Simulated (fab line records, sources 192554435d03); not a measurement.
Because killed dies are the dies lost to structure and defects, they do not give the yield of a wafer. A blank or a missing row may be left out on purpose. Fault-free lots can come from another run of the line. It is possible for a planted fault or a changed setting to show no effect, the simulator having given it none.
Which tool was responsible?    flow n5-finfet    21 lots with 63 wafers sampled at 4 steps, on a route of 1938 steps

WHAT THE GAUGES SHOWED, per wafer
N5_BEOL_M4_OVL_MEAS_29. Usual: V3_OVL gives -0.2 nm (standard deviation 0.71).
lot   measured      on          V3_OVL (nm)     flag
L075  day 8 03:49   overlay-01  0.3 0.4 0.2     
L074  day 8 13:13   overlay-01  -1.0 -0.2 -0.3  
L077  day 8 18:15   overlay-02  0.2 0.0 -0.2    
L078  day 9 08:11   overlay-02  -1.3 -1.7 -1.7  
L080  day 9 17:55   overlay-02  -1.4 -0.1 -0.9  
L083  day 10 01:15  overlay-02  0.4 1.0 0.5     
L081  day 10 10:01  overlay-02  -0.6 0.0 -1.3   
L084  day 11 00:38  overlay-02  0.4 0.0 0.4     
L082  day 11 03:38  overlay-02  -0.6 0.3 0.2    
L085  day 11 04:39  overlay-01  0.4 -1.0 -0.2   
L088  day 11 05:14  overlay-02  0.7 0.9 0.0     
L086  day 11 12:12  overlay-02  -0.3 -0.8 -0.7  
L087  day 11 17:29  overlay-02  1.2 1.0 1.0     
L089  day 11 17:44  overlay-01  1.1 0.5 0.8     
L090  day 12 05:20  overlay-02  -0.6 -0.9 -1.2  
L092  day 12 14:34  overlay-02  -0.5 -0.2 -0.8  
L091  day 12 19:59  overlay-01  -1.2 -0.9 -0.7  
L095  day 12 21:15  overlay-01  -0.1 -0.3 1.0   
L094  day 13 10:17  overlay-02  -0.5 -0.4 -0.1  
L096  day 13 23:52  overlay-02  0.4 0.8 0.9     
L097  day 14 06:05  overlay-01  0.6 -1.2 -0.6   

WHICH TOOL RAN EACH LOT (tool, then ch and the chambers of the sampled wafers, then the start)
lot   N5_BEOL_M4_ILD_DEP_00            N5_BEOL_M4_PECVD_72              N5_BEOL_M4_HM_OPEN_17
L075  pecvd-03 ch 0,2, day 8 01:56     pecvd-02 ch 0,1,2, day 8 02:02   rie-metal-02 ch 0,1, day 8 03:17
L074  pecvd-03 ch 0,1,2, day 8 10:13   pecvd-01 ch 0,1,2, day 8 10:19   rie-metal-01 ch 0,1, day 8 12:39
L077  pecvd-03 ch 0,2, day 8 16:02     pecvd-03 ch 0,1,2, day 8 16:08   rie-metal-03 ch 0,1, day 8 17:43
L078  pecvd-01 ch 1,2, day 9 02:46     pecvd-01 ch 0,1,2, day 9 02:52   rie-metal-01 ch 0,1, day 9 07:33
L080  pecvd-01 ch 1,2, day 9 16:13     pecvd-01 ch 1,2, day 9 16:19     rie-metal-02 ch 1, day 9 17:19
L083  pecvd-01 ch 0,1, day 9 20:13     pecvd-03 ch 0,1, day 9 20:19     rie-metal-01 ch 0,1, day 10 00:35
L081  pecvd-03 ch 1,2, day 10 06:30    pecvd-02 ch 0,1, day 10 06:36    rie-metal-01 ch 0,1, day 10 09:19
L084  pecvd-03 ch 0,1,2, day 10 22:15  pecvd-01 ch 1,2, day 10 22:21    rie-metal-03 ch 0,1, day 10 23:52
L082  pecvd-03 ch 0,1, day 11 00:19    pecvd-02 ch 0,1,2, day 11 00:25  rie-metal-01 ch 0,1, day 11 03:01
L085  pecvd-03 ch 0,1, day 11 01:34    pecvd-03 ch 0,1, day 11 01:40    rie-metal-01 ch 0,1, day 11 03:58
L088  pecvd-03 ch 0,2, day 11 03:00    pecvd-01 ch 0,1, day 11 03:06    rie-metal-03 ch 0,1, day 11 04:42
L086  pecvd-03 ch 0,1, day 11 08:40    pecvd-02 ch 1,2, day 11 08:46    rie-metal-03 ch 0,1, day 11 11:30
L087  pecvd-01 ch 0,1,2, day 11 14:40  pecvd-03 ch 0,2, day 11 14:46    rie-metal-03 ch 0,1, day 11 16:50
L089  pecvd-01 ch 0,1,2, day 11 14:56  pecvd-03 ch 0,2, day 11 15:02    rie-metal-03 ch 0,1, day 11 17:04
L090  pecvd-02 ch 0,1, day 11 23:29    pecvd-01 ch 0,2, day 11 23:35    rie-metal-03 ch 0,1, day 12 04:40
L092  pecvd-01 ch 0,2, day 12 12:14    pecvd-01 ch 0,2, day 12 12:20    rie-metal-03 ch 0,1, day 12 13:59
L091  pecvd-01 ch 1,2, day 12 17:56    pecvd-02 ch 0,1,2, day 12 18:04  rie-metal-02 ch 0, day 12 19:22
L095  pecvd-02 ch 1,2, day 12 18:14    pecvd-03 ch 1,2, day 12 18:20    rie-metal-02 ch 0, day 12 20:38
L094  pecvd-01 ch 0,1, day 13 07:26    pecvd-03 ch 0,1,2, day 13 07:34  rie-metal-03 ch 0,1, day 13 09:44
L096  pecvd-02 ch 0,1,2, day 13 20:23  pecvd-02 ch 0,1, day 13 20:29    rie-metal-01 ch 0,1, day 13 23:12
L097  pecvd-03 ch 0,1,2, day 14 00:54  pecvd-02 ch 0,1,2, day 14 01:01  rie-metal-01 ch 0,1, day 14 05:31
- N5_BEOL_M4_ILD_DEP_00: deposits SiOC from DEMS/O2, target thk 79 nm, time 15.3 s.
- N5_BEOL_M4_PECVD_72: deposits SiO2 from TEOS/O2, target thk 16 nm, time 18 s.
- N5_BEOL_M4_HM_OPEN_17: chemistry Cl2/BCl3, target TiN, target depth 20 nm, overetch 6 nm.

AS READ BY THE TOOLS THEMSELVES (means over the sampled wafers that have a number; for cases with no such wafer, the mark the record gives instead)
N5_BEOL_M4_ILD_DEP_00. Usual: heater-power-outer-w 290 W, standard deviation 70; heater-power-w 535 W, standard deviation 99; showerhead-plenum-p-Torr 5.697 Torr, standard deviation 0.016; throttle-valve-pct 12.4 %, standard deviation 0.96.
lot   tool      heater-power-outer-w (W)  heater-power-w (W)  showerhead-plenum-p-Torr (Torr)  throttle-valve-pct (%)  flag
L075  pecvd-03  233                       470                 5.706                            11.9                    
L074  pecvd-03  268                       508                 5.691                            12.2                    
L077  pecvd-03  249                       495                 5.699                            11.7                    
L078  pecvd-01  252                       476                 5.700                            11.7                    
L080  pecvd-01  276                       497                 5.696                            11.9                    
L083  pecvd-01  361                       661                 5.695                            13.6                    
L081  pecvd-03  313                       542                 5.679                            12.0                    
L084  pecvd-03  269                       504                 5.695                            12.1                    
L082  pecvd-03  346                       610                 5.695                            12.8                    
L085  pecvd-03  306                       553                 5.682                            12.7                    
L088  pecvd-03  237                       464                 5.716                            11.9                    
L086  pecvd-03  345                       599                 5.686                            12.6                    
L087  pecvd-01  310                       556                 5.693                            12.6                    
L089  pecvd-01  311                       564                 5.686                            12.6                    
L090  pecvd-02  214                       475                 5.704                            12.1                    
L092  pecvd-01  376                       661                 5.683                            13.6                    
L091  pecvd-01  260                       470                 5.688                            11.8                    
L095  pecvd-02  192                       404                 5.701                            12.3                    
L094  pecvd-01  389                       679                 5.695                            13.6                    
L096  pecvd-02  215                       449                 5.706                            12.0                    
L097  pecvd-03  309                       559                 5.699                            12.2                    

N5_BEOL_M4_PECVD_72. Usual: heater-power-outer-w 447 W, standard deviation 88; heater-power-w 770 W, standard deviation 120; showerhead-plenum-p-Torr 8.79 Torr, standard deviation 0.062; throttle-valve-pct 23.1 %, standard deviation 1.7.
lot   tool      heater-power-outer-w (W)  heater-power-w (W)  showerhead-plenum-p-Torr (Torr)  throttle-valve-pct (%)  flag
L075  pecvd-02  369                       690                 8.82                             22.9                    
L074  pecvd-01  517                       847                 8.79                             23.7                    
L077  pecvd-03  464                       800                 8.78                             22.7                    
L078  pecvd-01  533                       881                 8.79                             23.7                    
L080  pecvd-01  411                       702                 8.81                             21.9                    
L083  pecvd-03  535                       876                 8.77                             23.8                    
L081  pecvd-02  386                       723                 8.82                             22.8                    
L084  pecvd-01  454                       747                 8.79                             22.0                    
L082  pecvd-02  374                       688                 8.81                             22.4                    
L085  pecvd-03  552                       901                 8.77                             23.9                    
L088  pecvd-01  478                       787                 8.83                             23.7                    
L086  pecvd-02  404                       717                 8.79                             22.8                    
L087  pecvd-03  407                       732                 8.83                             22.3                    
L089  pecvd-03  398                       690                 8.83                             22.3                    
L090  pecvd-01  540                       896                 8.77                             25.3                    
L092  pecvd-01  430                       739                 8.77                             24.0                    
L091  pecvd-02  394                       716                 8.80                             22.4                    
L095  pecvd-03  514                       826                 8.71                             22.8                    
L094  pecvd-03  483                       823                 8.77                             22.9                    
L096  pecvd-02  363                       706                 8.82                             22.8                    
L097  pecvd-02  390                       704                 8.81                             22.2                    

N5_BEOL_M4_HM_OPEN_17. Usual: chamber-pressure-mTorr 10.000 mTorr, standard deviation 0.01; drypump-motor-current-A 5.59 A, standard deviation 0.25; oes-product-au 0.68 a.u., standard deviation 0.094; throttle-valve-pct 22.2 %, standard deviation 0.31.
lot   tool          chamber-pressure-mTorr (mTorr)  drypump-motor-current-A (A)  oes-product-au (a.u.)  throttle-valve-pct (%)  flag
L075  rie-metal-02  9.991                           5.81                         0.52                   22.5                    
L074  rie-metal-01  10.001                          5.48                         0.69                   22.2                    
L077  rie-metal-03  10.010                          5.68                         0.78                   21.8                    
L078  rie-metal-01  9.997                           5.52                         0.69                   22.2                    
L080  rie-metal-02  10.002                          5.91                         0.52                   22.6                    
L083  rie-metal-01  10.003                          5.42                         0.64                   22.3                    
L081  rie-metal-01  9.993                           5.50                         0.68                   22.2                    
L084  rie-metal-03  9.994                           5.49                         0.73                   21.9                    
L082  rie-metal-01  10.016                          5.44                         0.62                   22.4                    
L085  rie-metal-01  10.000                          5.44                         0.62                   22.4                    
L088  rie-metal-03  10.002                          5.70                         0.75                   21.9                    
L086  rie-metal-03  10.004                          5.70                         0.75                   21.9                    
L087  rie-metal-03  9.998                           5.49                         0.73                   21.9                    
L089  rie-metal-03  9.989                           5.49                         0.74                   21.9                    
L090  rie-metal-03  10.000                          5.71                         0.74                   21.9                    
L092  rie-metal-03  10.004                          5.48                         0.73                   21.9                    
L091  rie-metal-02  10.011                          5.79                         0.79                   22.4                    
L095  rie-metal-02  10.003                          5.79                         0.79                   22.4                    
L094  rie-metal-03  9.995                           5.48                         0.72                   21.9                    
L096  rie-metal-01  9.999                           5.45                         0.61                   22.4                    
L097  rie-metal-01  10.001                          5.50                         0.67                   22.2                    

THE ANSWER, worked out from the rows above alone
Rule: lot off if the mean of its wafers having a number is beyond 3 standard deviations from the usual mean. Also off: a lot with no number at a reading for which 4 or more lots have one. Any other lot the step has rows for is counted as sound. The gauges are gone through in route order, then the tools' own readings, and for those a lot's mean is taken as printed above. The first step at which some lot is off is used, and at that step the reading that is off furthest; a lot without a number counts as furthest.
No lot is off on any of the readings shown, so nothing can be concluded from this.

WHAT WAS PUT IN BY THE SIMULATOR
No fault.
